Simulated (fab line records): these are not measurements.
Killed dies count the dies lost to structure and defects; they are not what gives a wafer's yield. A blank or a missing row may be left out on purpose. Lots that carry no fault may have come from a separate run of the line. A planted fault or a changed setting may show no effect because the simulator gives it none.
Struck lot and sound lot, side by side ; flow n5-finfet ; 16 steps out of a route of 1938
Sound: the wafers L480.2, L480.3, L480.4. Struck: wafers L467.2, L467.4 (left out: L467.1, a lot-mate that was not struck); the cause follows at the end.
Per side, at each step with rows, come the tool, then ch with its chambers, and then its first start. Under that, the readings that differ: sound wafers ; struck wafers ; difference of the means ; sigmas: that difference in standard deviations of wafers without a fault.
alike: same words and numbers on both sides, and readings whose means sit less than 2 such deviations apart. not compared: any withheld reading, any reading some wafer has no value for, any bound like >300 that may hide the same value, and any number with overlapping values for which the record gives no deviation.
The two part at a step that has a row with sigmas, a row that says differs or no value, or rows on one side only. Numbers that have no deviation but don't overlap get no sigmas and don't part them. A reading that every wafer of one side lacks parts them only if that side has two wafers or more.

first, 8 steps without rows for these wafers: N5_FIN_CUT_COAT_19 (time 60 s, resist thk 20 nm); N5_FIN_CUT_COAT_29 (time 60 s, resist thk 10 nm); N5_FIN_CUT_COAT_02 (resist thk 30 nm); N5_FIN_CUT_EBR_04; N5_FIN_CUT_SOFTBAKE_03 (time 60 s); N5_FIN_CUT_EXPOSE_05 (exposes mask FIN CUT); N5_FIN_CUT_PEB_06 (peb time 60 s); N5_FIN_CUT_DEVELOP_07 (develop time 30 s).
N5_FIN_CUT_CD_MEAS_08: target cd 29.1 nm.
  sound on cd-sem-03 ch 0, day 7 02:07; struck on cd-sem-03 ch 0, day 3 21:40
  alike: cd-nm
N5_FIN_CUT_OVL_MEAS_09:
  sound on overlay-01 ch 0, day 7 02:10; struck on overlay-02 ch 0, day 3 21:41
  alike: FIN_CUT_OVL
N5_FIN_CUT_INSPECT_10: inspects for defects (brightfield).
  sound on defect-inspect-02 at day 7 02:13; struck on defect-inspect-01 at day 3 21:45
  alike: raw-defect-count
N5_FIN_CUT_DESCUM_13: chemistry O2, time 7 s.
  sound on rie-diel-03 ch 0,2,3, day 7 02:18; struck on rie-diel-03 ch 0,1, day 3 21:47
  alike: drypump-motor-current-A, oes-product-au, rf-vpp-V, showerhead-plenum-p-Torr, throttle-valve-pct
  not compared: rf-hours-counter-h
N5_FIN_CUT_ETCH_30: etches underlayer in N2/H2, target depth 13 nm, time 10.4 s.
  sound on rie-diel-03 ch 0,2,3, day 7 02:20; struck on rie-diel-03 ch 0,1, day 3 21:49
reading;sound;struck;difference;sigmas
etch-rf-on-time-s (s);10.48 10.44 10.56;7.01 6.91;-3.53;-19
oes-product-au (a.u.);0.74 0.66 0.61;0.99 0.88;+0.27;+4
  alike: drypump-motor-current-A, rf-vpp-V, showerhead-plenum-p-Torr, throttle-valve-pct
  not compared: rf-hours-counter-h
N5_FIN_CUT_ETCH_20: etches SiARC in CF4, target depth 26 nm, time 43.3 s.
  sound on rie-diel-03 ch 0,2,3, day 7 02:21; struck on rie-diel-03 ch 0,1, day 3 21:50
  alike: drypump-motor-current-A, etch-rf-on-time-s, oes-product-au, rf-vpp-V, showerhead-plenum-p-Torr, throttle-valve-pct
  not compared: rf-hours-counter-h
-- here the record skips 6 days between the struck wafers' starts before and after, leaving off in module FIN_CUT and picking up in module BEOL_M4 (first step shown: number 1111 of the route) --
N5_BEOL_M4_RC_MEAS_101:
  sound on prober-02 ch 0, day 12 23:08; struck on prober-02 ch 0, day 10 07:27
  alike: DIBL_N, DIBL_P, IOFF_N, IOFF_P, ION_N, ION_P, SS_N, SS_P, VT_N, VT_P
next, for these wafers, 1 step has no rows: N5_PASSIVATION_PROBE_49.

## WHERE THEY PART
Only at N5_FIN_CUT_ETCH_30, within this record. Later steps at which nothing parts them and some readings are alike: N5_FIN_CUT_ETCH_20, N5_BEOL_M4_RC_MEAS_101.

WHY: what had been put in by the simulator
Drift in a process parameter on rie-diel-03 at N5_FIN_CUT_ETCH_30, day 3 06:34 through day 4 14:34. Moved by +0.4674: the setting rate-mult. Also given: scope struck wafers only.
